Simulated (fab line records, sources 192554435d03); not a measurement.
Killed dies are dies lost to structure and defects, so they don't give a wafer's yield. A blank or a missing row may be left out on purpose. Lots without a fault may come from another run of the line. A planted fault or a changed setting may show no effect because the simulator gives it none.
Chamber matching | flow n5_finfet | N5_BEOL_M5_PRE_CLEAN_77 on cvd_co-02: 3 sister chambers
The step time 15 s. 3 wafers are shown with their chamber, then 12 later ones without.

WAFERS WITH THEIR CHAMBER
wafer  | chamber | heater_power_w (W)
L083.6 | 0       | 89
L092.3 | 2       | 86
L092.6 | 1       | 52

WAFERS WITHOUT THEIR CHAMBER
wafer  | heater_power_w (W)
L091.1 | 53
L091.2 | 92
L091.3 | 83
L091.4 | 52
L091.5 | 83
L091.6 | 87
L096.1 | 86
L096.2 | 89
L096.6 | 52
L097.1 | 84
L097.3 | 91
L097.5 | 91

WHICH CHAMBER EACH WENT THROUGH
wafer  | from the rows above     | in truth
L091.1 | 1                       | 1
L091.2 | can't be placed: 0 or 2 | 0
L091.3 | can't be placed: 2 or 0 | 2
L091.4 | 1                       | 1
L091.5 | can't be placed: 2 or 0 | 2
L091.6 | can't be placed: 2 or 0 | 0
L096.1 | can't be placed: 2 or 0 | 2
L096.2 | can't be placed: 0 or 2 | 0
L096.6 | 1                       | 1
L097.1 | can't be placed: 2 or 0 | 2
L097.3 | can't be placed: 0 or 2 | 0
L097.5 | can't be placed: 0 or 2 | 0
Placed correctly: 3 of 12. Can't be placed from these rows: 9 (the true chamber is among the candidates in 9). Placed wrongly: 0.
How it was worked out, from the rows above alone: a wafer's distance from a chamber is the root of the sum, over the readings, of the square of ((its reading less the chamber's mean) divided by the reading's scatter). The wafer belongs to the nearest chamber; if the next one is less than 2 further off, it can't be placed. A chamber's mean is the mean of its shown wafers. The scatter: with one shown wafer a chamber, the root of the mean of the squares of how far each hidden wafer lies from its nearest shown one.
